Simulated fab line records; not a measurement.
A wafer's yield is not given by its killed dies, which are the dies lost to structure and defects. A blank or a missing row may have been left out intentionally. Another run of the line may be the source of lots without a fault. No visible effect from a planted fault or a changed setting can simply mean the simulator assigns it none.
Chamber matching | flow nand harc | NHARC_A_CHANNEL_FILL_D1_ETCHBACK_20 on rie diel-02: 4 sister chambers
The step etches the open film in C4F8/O2/Ar, target depth 27 nm, time 13.5 s. 33 wafers are shown with their chamber, then 12 later ones without.

## WAFERS, EACH WITH ITS CHAMBER
wafer  | chamber | rf vpp V (V) | oes product au (a.u.)
L074.1 | 3       | 973          | 0.99
L074.4 | 1       | 984          | 1.01
L074.5 | 0       | 978          | 0.99
L077.1 | 3       | 973          | 0.99
L077.2 | 0       | 977          | 0.99
L077.5 | 0       | 977          | 0.99
L077.3 | 1       | 984          | 0.99
L077.4 | 2       | 984          | 0.99
L077.6 | 1       | 982          | 0.99
L076.1 | 2       | 983          | 1.00
L076.2 | 0       | 977          | 1.00
L076.6 | 1       | 982          | 0.99
L078.3 | 1       | 982          | 0.98
L078.4 | 0       | 977          | 0.99
L078.5 | 2       | 982          | 0.99
L080.1 | 3       | 973          | 0.95
L080.2 | 2       | 983          | 0.93
L080.3 | 1       | 982          | 0.94
L080.4 | 0       | 976          | 0.93
L080.5 | 2       | 983          | 0.94
L080.6 | 3       | 973          | 0.94
L082.2 | 2       | 982          | 1.01
L082.3 | 3       | 972          | 1.00
L082.6 | 0       | 976          | 0.98
L083.2 | 1       | 983          | 0.91
L083.4 | 0       | 977          | 0.91
L083.5 | 0       | 978          | 0.92
L087.1 | 3       | 974          | 0.94
L087.4 | 1       | 982          | 0.94
L087.5 | 3       | 974          | 0.95
L085.1 | 2       | 981          | 0.99
L085.3 | 1       | 983          | 0.98
L085.6 | 2       | 983          | 0.98

SIGNATURES (averages over the wafers above)
reading        | chamber 0 | chamber 1 | chamber 2 | chamber 3 | scatter within a chamber
rf vpp V       | 977.00    | 982.67    | 982.62    | 973.14    | 0.804
oes product au | 0.9667    | 0.9700    | 0.9788    | 0.9657    | 0.0313
Rule: for each reading, subtract the chamber's mean from the wafer's reading, divide by that reading's scatter and square the result; add these up over the readings and take the root, which gives the wafer's distance from the chamber. If the next closest chamber is less than 2 further off than the closest, the wafer can't be placed; otherwise it belongs to the closest. The scatter is the square root of a quotient: the sum, over the shown wafers, of each reading's squared deviation from its chamber's mean, divided by wafers minus chambers.

## WAFERS WHOSE CHAMBER IS MISSING
wafer  | rf vpp V (V) | oes product au (a.u.)
L089.1 | 973          | 0.91
L089.4 | 977          | 0.92
L089.5 | 983          | 0.91
L090.1 | 984          | 1.00
L090.3 | 982          | 1.00
L090.6 | 975          | 1.00
L091.2 | 977          | 0.92
L091.4 | 984          | 0.93
L091.6 | 982          | 0.93
L093.2 | 976          | 0.90
L093.3 | 983          | 0.93
L093.4 | 973          | 0.92

## EACH ONE'S CHAMBER
wafer  | from the rows above     | in truth
L089.1 | 3                       | 3
L089.4 | 0                       | 0
L089.5 | can't be placed: 1 or 2 | 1
L090.1 | can't be placed: 2 or 1 | 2
L090.3 | can't be placed: 2 or 1 | 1
L090.6 | can't be placed: 3 or 0 | 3
L091.2 | 0                       | 0
L091.4 | can't be placed: 1 or 2 | 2
L091.6 | can't be placed: 1 or 2 | 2
L093.2 | can't be placed: 0 or 3 | 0
L093.3 | can't be placed: 1 or 2 | 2
L093.4 | 3                       | 3
Placed correctly: 4 of 12. These rows do not allow placing 8 (true chamber among the candidates in 8). Placed wrongly: 0.
